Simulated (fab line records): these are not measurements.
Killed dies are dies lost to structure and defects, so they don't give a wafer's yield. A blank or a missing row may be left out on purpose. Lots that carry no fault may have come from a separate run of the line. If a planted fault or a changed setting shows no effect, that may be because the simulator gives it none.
Comparing a struck lot with a sound one ; flow nand harc ; 13 out of 1159 route steps
Sound: these wafers, L533.3, L533.5, L533.6. The struck wafers were L535.2, L535.4, L535.6. At the end, the cause is stated.
At each step with rows: each side's tool, then ch and its chambers, then its first start. Under that, the readings that differ: sound wafers ; struck wafers ; difference of the means ; sigmas: that difference in standard deviations of wafers without a fault.
alike: readings with means less than 2 such deviations apart, plus words and numbers identical on both sides. not compared: withheld readings, readings lacking a value on some wafer, bounds such as >300 that could conceal the same value, and numbers that have no deviation in the record and whose values overlap.
The two part at a step that has a row with sigmas, a row that says differs or no value, or rows on one side only. Numbers that don't overlap but have no deviation are shown without sigmas and don't part them. A reading that every wafer of one side lacks parts them only if that side has two wafers or more.

first, 3 steps without rows for these wafers: NHARC_A_STAIRCASE_HARDBAKE_10 (time 140 s); NHARC_A_STAIRCASE_DESCUM_11 (chemistry O2, time 3 s); NHARC_A_STAIRCASE_TRIM_12 (chemistry O2, time 211.2 s).
NHARC_A_STAIRCASE_ETCH_13: etches the open film in C4F8/O2, target depth 100 nm, time 40.5 s.
  sound: rie diel-05 ch 1,2; struck: rie diel-05 ch 0,1,3
  alike: chamber pressure mTorr, oes product au, rf vpp V
  not compared: rf hours counter h
then, 2 steps without rows for these wafers: NHARC_A_STAIRCASE_TRIM_14 (chemistry O2, time 211.2 s); NHARC_A_STAIRCASE_ETCH_15 (etches the open film in C4F8/O2, target depth 100 nm, time 40.5 s).
NHARC_A_STAIRCASE_TRIM_16: chemistry O2, time 211.2 s.
  sound: rie diel-05 ch 2,3; struck: rie diel-05 ch 0,1
reading;sound;struck;difference;sigmas
drypump motor current A (A);6.1 6.1 6.5;5.7 4.8 4.8;-1.1;-2
  alike: chamber pressure mTorr, oes product au, rf vpp V, showerhead plenum p Torr, throttle valve pct
  not compared: rf hours counter h
NHARC_A_STAIRCASE_ETCH_17: etches the open film in C4F8/O2, target depth 100 nm, time 40.5 s.
  sound: rie diel-05 ch 1,2,3; struck: rie diel-05 ch 2,3
  alike: chamber pressure mTorr, oes product au, rf vpp V
  not compared: rf hours counter h
NHARC_A_STAIRCASE_TRIM_18: chemistry O2, time 211.2 s.
  sound: rie diel-05 ch 0,1,2; struck: rie diel-05 ch 1,2
  alike: chamber pressure mTorr, drypump motor current A, oes product au, rf vpp V, showerhead plenum p Torr, throttle valve pct
  not compared: rf hours counter h
NHARC_A_STAIRCASE_ETCH_19: etches the open film in C4F8/O2, target depth 100 nm, time 40.5 s.
  sound: rie diel-05 ch 1,2; struck: rie diel-05 ch 0,1,2
  alike: chamber pressure mTorr, oes product au, rf vpp V
  not compared: rf hours counter h
NHARC_A_STAIRCASE_TRIM_20: chemistry O2, time 211.2 s.
  sound on rie diel-05 ch 2,3, day 12 03:01; struck on rie diel-05 ch 0,3, day 12 19:14
  no value came back on the struck wafers for any of 7 readings (bias w (W), chamber pressure mTorr (mTorr) and others); on the sound wafers bias w (W) reads 0 0 0
  not compared: rf hours counter h
then, 1 step without rows for these wafers: NHARC_A_STAIRCASE_ETCH_21 (etches the open film in C4F8/O2, target depth 100 nm, time 40.5 s).
-- record jumps: 9 days between struck wafers' starts before vs after; left off in module A_STAIRCASE, resumes in module END, first step shown is number 1159 of the route --
NHARC_END_SORT_01:
  sound on prober-02 ch 0, day 21 05:29; struck on prober-02 ch 0, day 21 20:14
reading;sound;struck;difference;sigmas
killed at array;9 16;671 667 667;+656;+66
killed dies;12 24;677 677 677;+659;+66
  alike: killed at other, killed at periphery, killed open, killed short

WHERE THEY PART
Earliest at NHARC_A_STAIRCASE_TRIM_16; latest, in this record, at NHARC_END_SORT_01.

WHY: what the simulator had put in
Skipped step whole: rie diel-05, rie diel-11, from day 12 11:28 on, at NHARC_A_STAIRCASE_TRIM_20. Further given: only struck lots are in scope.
